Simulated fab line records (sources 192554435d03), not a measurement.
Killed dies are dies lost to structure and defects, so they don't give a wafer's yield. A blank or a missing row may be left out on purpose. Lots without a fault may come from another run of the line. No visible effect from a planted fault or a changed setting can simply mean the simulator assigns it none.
Matching of chambers -- flow n5_finfet -- 4 sister chambers for N5_PMOS_HMC_CHANNEL_EPI_ETCH_38 on rie_si-01
The step etches SiO2 in CF4, target depth 1.5 nm. 16 wafers are shown with their chamber, then 8 later ones without.

== WAFERS, EACH WITH ITS CHAMBER ==
wafer,chamber,drypump_motor_current_A (A),throttle_valve_pct (%),oes_product_au (a.u.)
L077.2,1,5.5,21.75,0.975
L077.4,3,6.3,21.80,0.988
L077.6,1,5.5,21.77,0.974
L078.3,3,6.3,21.81,0.980
L078.4,0,5.4,21.32,1.010
L078.6,3,6.3,21.83,0.994
L080.2,2,6.6,21.74,0.976
L080.4,3,6.3,21.81,0.995
L080.6,0,5.3,21.32,1.002
L084.2,2,6.6,21.78,0.991
L084.4,1,5.5,21.75,0.981
L084.6,3,6.3,21.82,0.993
L085.1,2,6.5,21.76,0.987
L085.2,0,5.4,21.33,1.008
L085.6,1,5.5,21.77,0.976
L086.2,1,5.5,21.75,0.977

SIGNATURES (means of the wafers above)
reading,chamber 0,chamber 1,chamber 2,chamber 3,scatter within a chamber
drypump_motor_current_A,5.367,5.500,6.567,6.300,0.0333
throttle_valve_pct,21.3233,21.7580,21.7600,21.8140,0.0125
oes_product_au,1.00667,0.97660,0.98467,0.99000,0.00531
Rule: a wafer's distance from a chamber is the root of the sum, over the readings, of the square of ((its reading less the chamber's mean) divided by the reading's scatter). The wafer belongs to the nearest chamber; if the next one is less than 2 further off, it can't be placed. How the scatter is found: for the shown wafers, subtract from each reading the mean of its chamber, square and add these, divide the total by (wafers less chambers), then take the root.

== WAFERS WITH NO CHAMBER GIVEN ==
wafer,drypump_motor_current_A (A),throttle_valve_pct (%),oes_product_au (a.u.)
L086.3,5.4,21.32,1.009
L086.6,6.3,21.82,0.998
L089.2,5.3,21.32,1.011
L089.4,6.6,21.76,0.993
L089.5,6.3,21.83,0.999
L091.2,6.5,21.77,1.005
L091.3,5.5,21.76,0.991
L091.6,6.6,21.76,0.998

== WHICH CHAMBER EACH ONE RAN IN ==
wafer,from the rows above,in truth
L086.3,0,0
L086.6,3,3
L089.2,0,0
L089.4,2,2
L089.5,3,3
L091.2,2,2
L091.3,1,1
L091.6,2,2
Correctly placed: 8 of 8. Can't be placed from these rows: 0. Placed wrongly: 0.
